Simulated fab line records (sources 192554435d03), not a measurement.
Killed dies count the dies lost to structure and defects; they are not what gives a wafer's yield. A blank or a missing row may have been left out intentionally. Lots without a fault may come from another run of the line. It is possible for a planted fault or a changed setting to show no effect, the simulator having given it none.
Which tool did it? / flow n5_finfet / Sampling: 12 lots, 30 wafers, 2 of 1938 route steps

WHAT THE GAUGES READ, wafer by wafer
N5_BEOL_M8_OCD_MEAS_38. Usual: trench_depth_nm reads 93.6 nm (standard deviation 1.9).
lot=L481; measured=day 9 22:47; on=ocd-01; trench_depth_nm (nm)=97.6 92.1; flag=
lot=L482; measured=day 10 08:42; on=ocd-01; trench_depth_nm (nm)=94.2 88.5; flag=
lot=L483; measured=day 10 14:44; on=ocd-02; trench_depth_nm (nm)=94.0 93.7 92.4; flag=
lot=L486; measured=day 10 21:53; on=ocd-02; trench_depth_nm (nm)=98.3 93.7; flag=
lot=L484; measured=day 10 22:21; on=ocd-02; trench_depth_nm (nm)=97.2 93.0; flag=
lot=L485; measured=day 11 01:03; on=ocd-01; trench_depth_nm (nm)=94.1 92.9; flag=
lot=L490; measured=day 12 04:52; on=ocd-02; trench_depth_nm (nm)=95.0 92.3 94.9; flag=
lot=L492; measured=day 12 09:10; on=ocd-01; trench_depth_nm (nm)=93.0 91.4 95.1; flag=
lot=L497; measured=day 13 21:41; on=ocd-01; trench_depth_nm (nm)=93.5 91.1 93.5; flag=
lot=L498; measured=day 14 13:15; on=ocd-01; trench_depth_nm (nm)=94.7 91.4; flag=
lot=L499; measured=day 14 17:33; on=ocd-01; trench_depth_nm (nm)=94.0 98.0 92.5; flag=
lot=L502; measured=day 15 15:05; on=ocd-01; trench_depth_nm (nm)=92.3 92.8 93.0; flag=

TOOL THAT RAN EACH LOT (tool first, then ch and the chambers of the sampled wafers, then the start)
lot=L481; N5_BEOL_M8_STRIP_36=rie_diel-06 ch 0,1, day 9 22:35
lot=L482; N5_BEOL_M8_STRIP_36=rie_diel-04 ch 1,3, day 10 08:30
lot=L483; N5_BEOL_M8_STRIP_36=rie_diel-06 ch 0,2,3, day 10 14:32
lot=L486; N5_BEOL_M8_STRIP_36=rie_diel-06 ch 0,1, day 10 21:42
lot=L484; N5_BEOL_M8_STRIP_36=rie_diel-06 ch 1,3, day 10 22:09
lot=L485; N5_BEOL_M8_STRIP_36=rie_diel-04 ch 0,2, day 11 00:51
lot=L490; N5_BEOL_M8_STRIP_36=rie_diel-04 ch 0,2,3, day 12 04:40
lot=L492; N5_BEOL_M8_STRIP_36=rie_diel-05 ch 0,1,3, day 12 08:58
lot=L497; N5_BEOL_M8_STRIP_36=rie_diel-04 ch 0,2,3, day 13 21:29
lot=L498; N5_BEOL_M8_STRIP_36=rie_diel-05 ch 0,2, day 14 13:03
lot=L499; N5_BEOL_M8_STRIP_36=rie_diel-06 ch 0,1,3, day 14 17:22
lot=L502; N5_BEOL_M8_STRIP_36=rie_diel-04 ch 2,3, day 15 14:53
- N5_BEOL_M8_STRIP_36: strips in N2/H2.

AS READ BY THE TOOLS THEMSELVES (means over the sampled wafers that have a number; for cases with no such wafer, the mark the record gives instead)
N5_BEOL_M8_STRIP_36. Usual: drypump_motor_current_A 5.9 A, standard deviation 0.49; h2_flow_sccm 200.1 sccm, standard deviation 0.6; oes_product_au 0.79 a.u., standard deviation 0.077; rf_vpp_V 59.4 V, standard deviation 1.5; showerhead_plenum_p_Torr 2.59 Torr, standard deviation 0.083; throttle_valve_pct 23.5 %, standard deviation 0.48.
lot=L481; tool=rie_diel-06; drypump_motor_current_A (A)=6.4; h2_flow_sccm (sccm)=200.0; oes_product_au (a.u.)=0.77; rf_vpp_V (V)=58.8; showerhead_plenum_p_Torr (Torr)=2.65; throttle_valve_pct (%)=23.7; flag=
lot=L482; tool=rie_diel-04; drypump_motor_current_A (A)=6.0; h2_flow_sccm (sccm)=199.5; oes_product_au (a.u.)=0.74; rf_vpp_V (V)=61.2; showerhead_plenum_p_Torr (Torr)=2.60; throttle_valve_pct (%)=23.6; flag=
lot=L483; tool=rie_diel-06; drypump_motor_current_A (A)=5.8; h2_flow_sccm (sccm)=200.5; oes_product_au (a.u.)=0.80; rf_vpp_V (V)=60.3; showerhead_plenum_p_Torr (Torr)=2.58; throttle_valve_pct (%)=23.7; flag=
lot=L486; tool=rie_diel-06; drypump_motor_current_A (A)=6.5; h2_flow_sccm (sccm)=200.5; oes_product_au (a.u.)=0.77; rf_vpp_V (V)=59.1; showerhead_plenum_p_Torr (Torr)=2.65; throttle_valve_pct (%)=23.7; flag=
lot=L484; tool=rie_diel-06; drypump_motor_current_A (A)=5.8; h2_flow_sccm (sccm)=200.4; oes_product_au (a.u.)=0.78; rf_vpp_V (V)=59.6; showerhead_plenum_p_Torr (Torr)=2.66; throttle_valve_pct (%)=23.6; flag=
lot=L485; tool=rie_diel-04; drypump_motor_current_A (A)=5.7; h2_flow_sccm (sccm)=200.0; oes_product_au (a.u.)=0.81; rf_vpp_V (V)=60.1; showerhead_plenum_p_Torr (Torr)=2.56; throttle_valve_pct (%)=23.5; flag=
lot=L490; tool=rie_diel-04; drypump_motor_current_A (A)=5.9; h2_flow_sccm (sccm)=199.8; oes_product_au (a.u.)=0.80; rf_vpp_V (V)=58.2; showerhead_plenum_p_Torr (Torr)=2.57; throttle_valve_pct (%)=23.6; flag=
lot=L492; tool=rie_diel-05; drypump_motor_current_A (A)=6.0; h2_flow_sccm (sccm)=199.7; oes_product_au (a.u.)=0.74; rf_vpp_V (V)=58.3; showerhead_plenum_p_Torr (Torr)=2.62; throttle_valve_pct (%)=23.3; flag=
lot=L497; tool=rie_diel-04; drypump_motor_current_A (A)=5.9; h2_flow_sccm (sccm)=199.9; oes_product_au (a.u.)=0.78; rf_vpp_V (V)=60.5; showerhead_plenum_p_Torr (Torr)=2.56; throttle_valve_pct (%)=23.6; flag=
lot=L498; tool=rie_diel-05; drypump_motor_current_A (A)=5.8; h2_flow_sccm (sccm)=199.8; oes_product_au (a.u.)=0.80; rf_vpp_V (V)=58.5; showerhead_plenum_p_Torr (Torr)=2.54; throttle_valve_pct (%)=23.1; flag=
lot=L499; tool=rie_diel-06; drypump_motor_current_A (A)=6.0; h2_flow_sccm (sccm)=199.6; oes_product_au (a.u.)=0.72; rf_vpp_V (V)=59.4; showerhead_plenum_p_Torr (Torr)=2.63; throttle_valve_pct (%)=23.8; flag=
lot=L502; tool=rie_diel-04; drypump_motor_current_A (A)=6.3; h2_flow_sccm (sccm)=200.2; oes_product_au (a.u.)=0.76; rf_vpp_V (V)=58.0; showerhead_plenum_p_Torr (Torr)=2.60; throttle_valve_pct (%)=23.8; flag=

THE ANSWER, worked out from the rows above alone
Rule: take the mean of a lot's wafers that have a number; if it is more than 3 standard deviations from the usual mean, the lot is off. Also off: a lot with no number at a reading for which 4 or more lots have one. Where the step has rows for the other lots, those lots are counted as sound. First the gauges in route order, then the tools' own readings, where a lot's mean is used as printed above. The first step at which some lot is off is used, and at that step the reading that is off furthest; a lot without a number counts as furthest.
Nothing can be told from this: no lot is off at any reading shown.

WHAT THE SIMULATOR HAD INSERTED
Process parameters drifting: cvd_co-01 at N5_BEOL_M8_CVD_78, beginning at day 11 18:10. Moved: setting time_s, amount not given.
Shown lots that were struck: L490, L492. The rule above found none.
